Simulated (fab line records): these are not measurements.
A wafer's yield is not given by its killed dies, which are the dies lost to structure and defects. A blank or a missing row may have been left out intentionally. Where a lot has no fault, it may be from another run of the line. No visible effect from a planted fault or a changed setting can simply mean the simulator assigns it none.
What tool caused it? | flow nand harc | 23 lots with 69 wafers sampled at 5 steps, on a route of 1302 steps

== WHAT THE GAUGES SHOWED, per wafer ==
NHARC_A_SLIT_OVL_MEAS_10.
lot  | measured     | on         | overlay x nm (nm) | overlay y nm (nm)
L074 | day 19 15:58 | overlay-01 | 0.4 0.0 0.3       | 1.1 0.9 0.7
L075 | day 20 15:49 | overlay-01 | -0.8 -1.1 -0.7    | -1.1 -0.6 -0.9
L078 | day 21 05:18 | overlay-02 | -0.5 -0.4 -0.4    | -0.8 0.1 -0.4
L076 | day 21 05:28 | overlay-01 | 0.6 0.5 0.6       | 0.0 -0.1 0.2
L077 | day 21 15:10 | overlay-02 | -0.3 -0.8 -0.8    | 1.3 1.1 1.4
L079 | day 22 01:21 | overlay-01 | -0.7 -0.2 -0.2    | 0.8 0.6 0.5
L080 | day 22 10:34 | overlay-01 | -0.9 -0.7 -0.6    | 0.7 0.8 0.8
L082 | day 23 01:51 | overlay-01 | -1.4 -2.3 -1.4    | -0.3 -0.2 -0.4
L081 | day 23 01:53 | overlay-01 | -1.3 -0.5 -0.3    | 0.1 0.5 -0.3
L084 | day 23 13:38 | overlay-01 | -0.5 0.2 0.3      | -0.2 -0.2 -1.0
L083 | day 23 14:20 | overlay-01 | 0.7 0.6 0.7       | 0.2 0.8 -0.1
L087 | day 24 18:23 | overlay-01 | 0.8 0.3 0.6       | 0.3 -0.2 0.2
L086 | day 24 14:38 | overlay-01 | -0.4 -0.3 -0.6    | -0.5 -0.3 0.1
L088 | day 25 01:58 | overlay-01 | -0.5 0.4 -0.4     | -0.7 -0.8 -1.0
L089 | day 25 02:51 | overlay-02 | 0.4 0.3 0.3       | -1.6 -2.2 -1.7
L090 | day 26 00:12 | overlay-02 | -0.5 -0.4 -0.4    | -0.8 -0.6 0.2
L091 | day 26 20:17 | overlay-01 | 0.4 0.6 1.0       | -0.9 -0.8 -0.9
L092 | day 27 03:15 | overlay-02 | 0.4 0.4 0.2       | 1.2 0.5 0.8
L093 | day 27 21:59 | overlay-02 | 0.0 0.5 0.0       | 0.4 0.2 -0.4
L095 | day 28 08:31 | overlay-01 | -0.4 -0.5 -0.6    | 0.7 0.8 1.2
L096 | day 28 12:07 | overlay-02 | 0.1 0.7 0.0       | 0.4 -0.1 0.5
L094 | day 28 08:21 | overlay-02 | -1.7 -1.4 -1.6    | -0.2 -0.6 -0.5
L097 | day 28 18:40 | overlay-02 | 0.9 1.2 1.3       | 0.5 0.7 0.3

NHARC_A_SIN_REMOVE_INSPECT_04.
lot  | measured     | on                | raw defect count
L074 | day 20 05:06 | defect inspect-02 | 447 560 609
L075 | day 21 04:55 | defect inspect-02 | 568 574 486
L078 | day 21 18:16 | defect inspect-01 | 239 253 331
L076 | day 21 18:23 | defect inspect-02 | 423 402 435
L077 | day 22 04:15 | defect inspect-02 | 348 337 319
L079 | day 22 14:18 | defect inspect-02 | 433 527 473
L080 | day 23 06:37 | defect inspect-02 | 363 414 395
L082 | day 23 14:53 | defect inspect-01 | 399 406 809
L081 | day 23 14:53 | defect inspect-02 | 330 356 404
L084 | day 24 03:03 | defect inspect-01 | 344 234 472
L083 | day 24 03:02 | defect inspect-02 | 523 478 464
L087 | day 25 08:21 | defect inspect-02 | 410 353 539
L086 | day 25 03:41 | defect inspect-02 | 429 524 541
L088 | day 25 15:25 | defect inspect-01 | 364 332 359
L089 | day 25 19:17 | defect inspect-02 | 268 388 261
L090 | day 26 13:18 | defect inspect-01 | 461 535 442
L091 | day 27 09:21 | defect inspect-01 | 398 302 390
L092 | day 27 20:10 | defect inspect-01 | 403 420 408
L093 | day 28 11:01 | defect inspect-01 | 440 401 501
L095 | day 28 21:19 | defect inspect-01 | 458 314 381
L096 | day 29 01:11 | defect inspect-02 | 414 402 377
L094 | day 28 21:22 | defect inspect-02 | 382 364 343
L097 | day 29 09:11 | defect inspect-01 | 333 302 403

== TOOL THAT RAN EACH LOT (tool first, then ch and the chambers of the sampled wafers, then the start) ==
lot  | NHARC_A_SGD_CUT_ETCHBACK_24        | NHARC_A_SLIT_ETCH_15                          | NHARC_A_SLIT_ETCH_26
L074 | rie diel-04 ch 0,3, day 19 09:46   | rie diel-06 ch 0,2,3, day 19 20:55 or earlier | har etch-01 ch 0,1, day 19 20:55
L075 | rie diel-04 ch 0,1, day 20 10:17   | rie diel-02 ch 1,3, day 20 20:50 or earlier   | har etch-02 ch 0,1, day 20 20:50
L078 | rie diel-08 ch 0,2,3, day 21 00:05 | rie diel-02 ch 0,2,3, day 21 10:14 or earlier | har etch-02 ch 0,1, day 21 10:14
L076 | rie diel-09 ch 1,3, day 21 00:05   | rie diel-13 ch 1,3, day 21 10:26 or earlier   | har etch-01 ch 0,1, day 21 10:26
L077 | rie diel-04 ch 1,2,3, day 21 08:49 | rie diel-13 ch 2,3, day 21 20:12 or earlier   | har etch-02 ch 0,1, day 21 20:12
L079 | rie diel-08 ch 2,3, day 21 17:28   | rie diel-13 ch 0,2,3, day 22 06:15 or earlier | har etch-01 ch 0,1, day 22 06:15
L080 | rie diel-09 ch 0,2,3, day 22 03:17 | rie diel-13 ch 0,1,2, day 22 22:37 or earlier | har etch-01 ch 0,1, day 22 22:37
L082 | rie diel-09 ch 1,2,3, day 22 20:36 | rie diel-13 ch 1,2,3, day 23 06:53 or earlier | har etch-01 ch 0,1, day 23 06:53
L081 | rie diel-08 ch 1,2,3, day 22 20:36 | rie diel-02 ch 0,2, day 23 06:51 or earlier   | har etch-02 ch 0,1, day 23 06:51
L084 | rie diel-08 ch 1,2, day 23 08:24   | rie diel-02 ch 0,1, day 23 19:05 or earlier   | har etch-02 ch 0,1, day 23 19:05
L083 | rie diel-09 ch 0,2, day 23 08:25   | rie diel-06 ch 1,2,3, day 23 19:23 or earlier | har etch-01 ch 0,1, day 23 19:23
L087 | rie diel-08 ch 0,3, day 24 09:32   | rie diel-13 ch 0,1, day 24 23:25 or earlier   | har etch-02 ch 0,1, day 24 23:25
L086 | rie diel-04 ch 1,2, day 24 09:32   | rie diel-02 ch 0,3, day 24 19:35 or earlier   | har etch-01 ch 0,1, day 24 19:35
L088 | rie diel-04 ch 0,1, day 24 20:52   | rie diel-13 ch 0,1,2, day 25 07:24 or earlier | har etch-02 ch 1, day 25 07:24
L089 | rie diel-09 ch 0,1,2, day 24 20:52 | rie diel-06 ch 0,2,3, day 25 11:11 or earlier | har etch-02 ch 0,1, day 25 11:11
L090 | rie diel-08 ch 1,2,3, day 25 19:01 | rie diel-06 ch 1,2, day 26 05:15 or earlier   | har etch-01 ch 0,1, day 26 05:15
L091 | rie diel-08 ch 1,2, day 26 15:05   | rie diel-06 ch 0,1,3, day 27 01:19 or earlier | har etch-01 ch 0,1, day 27 01:19
L092 | rie diel-09 ch 2,3, day 26 18:16   | rie diel-06 ch 2,3, day 27 11:50 or earlier   | har etch-01 ch 1, day 27 11:50
L093 | rie diel-09 ch 2,3, day 27 16:46   | rie diel-13 ch 1,2, day 28 02:58 or earlier   | har etch-02 ch 0,1, day 28 02:58
L095 | rie diel-09 ch 0,1,2, day 28 03:10 | rie diel-06 ch 0,3, day 28 14:22 or earlier   | har etch-01 ch 0,1, day 28 14:22
L096 | rie diel-08 ch 1,2, day 28 03:10   | rie diel-13 ch 0,1,3, day 28 17:08 or earlier | har etch-02 ch 1, day 28 17:08
L094 | rie diel-04 ch 1,2, day 28 03:11   | rie diel-13 ch 0,1,3, day 28 13:19 or earlier | har etch-02 ch 0,1, day 28 13:19
L097 | rie diel-08 ch 1,2,3, day 28 13:13 | rie diel-02 ch 2,3, day 29 01:07 or earlier   | har etch-02 ch 0,1, day 29 01:07
- NHARC_A_SGD_CUT_ETCHBACK_24: etches the open film in CH3F/O2, target depth 50 nm, time 92.857 s.
- NHARC_A_SLIT_ETCH_15: etches the open film in O2/COS, target depth 6200 nm, time 1612 s.
- NHARC_A_SLIT_ETCH_26: etches the open film in C4F8/O2/Ar, time 90 s, target depth 400 nm.

== AS READ BY THE TOOLS THEMSELVES (means over the sampled wafers that have a number; for cases with no such wafer, the mark the record gives instead) ==
NHARC_A_SGD_CUT_ETCHBACK_24.
lot  | tool        | ch3f flow sccm (sccm) | drypump motor current A (A) | mfc ar sccm (sccm) | oes product au (a.u.) | rf vpp V (V) | showerhead plenum p Torr (Torr) | throttle valve pct (%)
L074 | rie diel-04 | 49.82                 | 5.5                         | 200.7              | 0.97                  | 242.8        | 2.40                            | 20.663
L075 | rie diel-04 | 50.02                 | 5.4                         | 199.4              | 0.96                  | 244.2        | 2.45                            | 20.660
L078 | rie diel-08 | 49.91                 | 5.9                         | 199.7              | 0.98                  | 245.8        | 2.55                            | 20.667
L076 | rie diel-09 | 49.97                 | 6.1                         | 198.8              | 0.94                  | 242.8        | 2.38                            | 20.662
L077 | rie diel-04 | 49.98                 | 5.7                         | 200.0              | 0.93                  | 243.6        | 2.45                            | 20.663
L079 | rie diel-08 | 50.08                 | 5.9                         | 200.3              | 1.01                  | 246.9        | 2.58                            | 20.658
L080 | rie diel-09 | 50.18                 | 5.5                         | 200.0              | 1.00                  | 245.8        | 2.57                            | 20.664
L082 | rie diel-09 | 49.96                 | 5.7                         | 200.5              | 0.98                  | 243.9        | 2.46                            | 20.664
L081 | rie diel-08 | 49.94                 | 5.8                         | 199.8              | 0.93                  | 244.4        | 2.53                            | 20.655
L084 | rie diel-08 | 49.99                 | 5.8                         | 200.3              | 1.00                  | 245.7        | 2.57                            | 20.661
L083 | rie diel-09 | 49.90                 | 5.3                         | 199.4              | 0.93                  | 246.7        | 2.60                            | 20.665
L087 | rie diel-08 | 50.01                 | 5.8                         | 200.3              | 1.00                  | 244.9        | 2.52                            | 20.668
L086 | rie diel-04 | 50.07                 | 5.6                         | 201.0              | 1.01                  | 244.5        | 2.50                            | 20.668
L088 | rie diel-04 | 49.95                 | 5.4                         | 199.3              | 0.92                  | 244.6        | 2.45                            | 20.665
L089 | rie diel-09 | 50.06                 | 5.5                         | 199.7              | 1.01                  | 244.1        | 2.48                            | 20.664
L090 | rie diel-08 | 50.02                 | 5.8                         | 199.6              | 0.99                  | 244.9        | 2.52                            | 20.670
L091 | rie diel-08 | 50.05                 | 5.8                         | 199.6              | 0.93                  | 245.8        | 2.57                            | 20.675
L092 | rie diel-09 | 49.92                 | 5.7                         | 199.9              | 0.93                  | 245.4        | 2.55                            | 20.664
L093 | rie diel-09 | 49.98                 | 5.7                         | 200.4              | 0.93                  | 246.0        | 2.55                            | 20.659
L095 | rie diel-09 | 49.96                 | 5.5                         | 200.4              | 0.99                  | 244.6        | 2.48                            | 20.664
L096 | rie diel-08 | 50.04                 | 5.8                         | 199.6              | 0.92                  | 245.9        | 2.57                            | 20.654
L094 | rie diel-04 | 50.01                 | 5.6                         | 200.7              | 1.00                  | 245.1        | 2.50                            | 20.664
L097 | rie diel-08 | 50.09                 | 5.8                         | 200.1              | 0.93                  | 244.7        | 2.52                            | 20.656

NHARC_A_SLIT_ETCH_15.
lot  | tool        | drypump motor current A (A) | mfc ar sccm (sccm) | oes product au (a.u.) | rf vpp V (V) | showerhead plenum p Torr (Torr) | throttle valve pct (%)
L074 | rie diel-06 | 6.0                         | 0.006              | 1.008                 | 313.3        | 3.06                            | 28.323
L075 | rie diel-02 | 5.7                         | 0.000              | 0.999                 | 315.3        | 3.19                            | 28.332
L078 | rie diel-02 | 5.8                         | 0.000              | 1.008                 | 314.8        | 3.16                            | 28.324
L076 | rie diel-13 | 6.0                         | 0.000              | 1.014                 | 313.8        | 3.05                            | 28.329
L077 | rie diel-13 | 6.1                         | 0.004              | 1.003                 | 313.9        | 3.10                            | 28.329
L079 | rie diel-13 | 5.7                         | 0.004              | 1.003                 | 315.3        | 3.17                            | 28.340
L080 | rie diel-13 | 5.5                         | 0.004              | 1.003                 | 315.1        | 3.21                            | 28.336
L082 | rie diel-13 | 5.9                         | 0.004              | 0.994                 | 313.7        | 3.13                            | 28.325
L081 | rie diel-02 | 5.9                         | 0.000              | 1.004                 | 314.3        | 3.10                            | 28.330
L084 | rie diel-02 | 5.7                         | 0.000              | 0.994                 | 316.6        | 3.27                            | 28.323
L083 | rie diel-06 | 5.7                         | 0.004              | 0.996                 | 312.9        | 3.06                            | 28.329
L087 | rie diel-13 | 5.4                         | 0.000              | 1.000                 | 314.7        | 3.15                            | 28.324
L086 | rie diel-02 | 5.8                         | 0.000              | 1.013                 | 316.3        | 3.21                            | 28.327
L088 | rie diel-13 | 5.5                         | 0.004              | 0.994                 | 314.5        | 3.20                            | 28.343
L089 | rie diel-06 | 6.0                         | 0.006              | 0.996                 | 313.7        | 3.06                            | 28.333
L090 | rie diel-06 | 5.9                         | 0.001              | 0.986                 | 312.3        | 2.99                            | 28.329
L091 | rie diel-06 | 6.0                         | 0.005              | 1.003                 | 313.4        | 3.02                            | 28.335
L092 | rie diel-06 | 5.7                         | 0.005              | 0.995                 | 313.0        | 3.10                            | 28.320
L093 | rie diel-13 | 5.7                         | 0.004              | 0.997                 | 313.6        | 3.17                            | 28.337
L095 | rie diel-06 | 5.8                         | 0.008              | 1.005                 | 313.5        | 3.10                            | 28.328
L096 | rie diel-13 | 5.8                         | 0.000              | 1.005                 | 313.9        | 3.08                            | 28.335
L094 | rie diel-13 | 5.8                         | 0.000              | 1.010                 | 313.6        | 3.08                            | 28.331
L097 | rie diel-02 | 5.9                         | 0.000              | 1.009                 | 313.1        | 3.06                            | 28.331

NHARC_A_SLIT_ETCH_26.
lot  | tool        | bias v (V) | drypump motor current A (A) | mfc ar sccm (sccm) | showerhead plenum p Torr (Torr) | throttle valve pct (%)
L074 | har etch-01 | 400        | 5.92                        | 375.8              | 3.49                            | 27.620
L075 | har etch-02 | 400        | 5.89                        | 375.0              | 3.94                            | 27.626
L078 | har etch-02 | 407        | 5.89                        | 374.5              | 3.94                            | 27.617
L076 | har etch-01 | 403        | 5.90                        | 375.1              | 3.48                            | 27.624
L077 | har etch-02 | 403        | 5.89                        | 375.5              | 3.93                            | 27.624
L079 | har etch-01 | 403        | 5.91                        | 375.4              | 3.48                            | 27.630
L080 | har etch-01 | 397        | 5.79                        | 373.8              | 3.50                            | 27.629
L082 | har etch-01 | 398        | 5.77                        | 374.0              | 3.49                            | 27.624
L081 | har etch-02 | 398        | 5.81                        | 375.7              | 3.92                            | 27.626
L084 | har etch-02 | 400        | 5.81                        | 374.9              | 3.92                            | 27.619
L083 | har etch-01 | 400        | 5.91                        | 376.0              | 3.46                            | 27.610
L087 | har etch-02 | 402        | 5.79                        | 375.1              | 3.91                            | 27.619
L086 | har etch-01 | 402        | 5.78                        | 374.9              | 3.48                            | 27.618
L088 | har etch-02 | 397        | 5.98                        | 374.6              | 3.89                            | 27.619
L089 | har etch-02 | 401        | 5.90                        | 375.8              | 3.90                            | 27.620
L090 | har etch-01 | 399        | 5.93                        | 376.4              | 3.45                            | 27.622
L091 | har etch-01 | 397        | 5.91                        | 374.8              | 3.44                            | 27.623
L092 | har etch-01 | 397        | 5.65                        | 376.5              | 3.49                            | 27.623
L093 | har etch-02 | 402        | 5.88                        | 376.2              | 3.88                            | 27.617
L095 | har etch-01 | 399        | 5.91                        | 375.4              | 3.81                            | 27.615
L096 | har etch-02 | 396        | 5.98                        | 374.7              | 3.86                            | 27.620
L094 | har etch-02 | 403        | 5.78                        | 374.3              | 3.88                            | 27.610
L097 | har etch-02 | 400        | 5.89                        | 375.6              | 3.87                            | 27.628

== THE ANSWER, worked out from the rows above alone ==
Rule: the lots themselves supply what counts as usual. The widest of any qualifying gaps counts: lots, ordered by their means at a reading, are off when they make up no more than a third of the lots, leave a main group of 4 or more, and stand apart from it by 3 or more times the standard deviation of that group's means. The tables above print the reading to a certain number of digits; a main group whose means all agree to those digits is not used. A lot without any number at a reading at which 4 lots or more have one is off too. All remaining lots with rows at the step are treated as sound. After the gauges, taken in route order, come the tools' own readings; for these a lot's mean is taken, as printed above. The first step at which some lot is off is used, and at that step the reading that is off furthest; a lot without a number counts as furthest.
Across all readings shown, no lot is off: no conclusion can be drawn from this.

== WHAT THE SIMULATOR PUT IN ==
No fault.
